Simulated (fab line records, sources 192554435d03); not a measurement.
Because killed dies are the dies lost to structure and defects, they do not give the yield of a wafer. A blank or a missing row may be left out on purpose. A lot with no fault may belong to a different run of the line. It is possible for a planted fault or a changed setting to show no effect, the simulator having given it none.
Which tool is to blame? | flow n5-finfet | Sampling: 12 lots, 36 wafers, 2 of 1938 route steps

== WHAT THE GAUGES SHOWED, per wafer ==
N5_SDB_INSPECT_13: inspects for defects (brightfield).
lot  | measured    | on                | raw-defect-count
L075 | day 3 23:52 | defect-inspect-02 | 69 96 106
L077 | day 4 14:10 | defect-inspect-01 | 88 82 81
L079 | day 5 02:22 | defect-inspect-01 | 52 27 33
L081 | day 5 12:36 | defect-inspect-02 | 60 54 39
L083 | day 5 22:05 | defect-inspect-01 | 51 55 34
L085 | day 6 12:07 | defect-inspect-01 | 40 91 114
L087 | day 7 04:19 | defect-inspect-01 | 78 18 34
L089 | day 7 13:53 | defect-inspect-02 | 31 29 50
L091 | day 8 00:38 | defect-inspect-02 | 66 87 122
L093 | day 8 13:26 | defect-inspect-02 | 34 34 34
L095 | day 9 02:57 | defect-inspect-02 | 44 38 57
L097 | day 9 14:25 | defect-inspect-02 | 81 132 68

== TOOL THAT RAN EACH LOT (tool first, then ch and the chambers of the sampled wafers, then the start) ==
lot  | N5_ILD0_CMP_03
L075 | cmp-03 ch 0,1, day 3 19:28
L077 | cmp-04 ch 2,3, day 4 09:46
L079 | cmp-04 ch 1,2,3, day 4 21:52
L081 | cmp-02 ch 0,2, day 5 08:11
L083 | cmp-03 ch 1,2,3, day 5 17:56
L085 | cmp-03 ch 1,2, day 6 07:45
L087 | cmp-03 ch 0,1, day 6 23:57
L089 | cmp-04 ch 0,1, day 7 09:32
L091 | cmp-04 ch 0,1,3, day 7 20:14
L093 | cmp-02 ch 1,2,3, day 8 09:11
L095 | cmp-03 ch 0,1, day 8 21:43
L097 | cmp-02 ch 0,1,3, day 9 09:33
- N5_ILD0_CMP_03: polishes, stops on SiNx, t overpolish 1.9 s, target thk 197.38 nm.

== THE ANSWER, worked out from the rows above alone ==
Rule: the lots themselves supply what counts as usual. Put in order of their means at a reading, lots are off if they are a third of the lots or fewer, leave a main group of 4 or more, and stand apart from it by a gap of 3 or more times the standard deviation of the main group's means; of several such gaps the widest counts. If all means in a main group match to the digits the tables above print for the reading, that group is not used. A lot without any number at a reading at which 4 lots or more have one is off too. Where the step has rows for the other lots, those lots are counted as sound.
No lot is off on any of the readings shown, so nothing can be concluded from this.

== WHAT THE SIMULATOR HAD INSERTED ==
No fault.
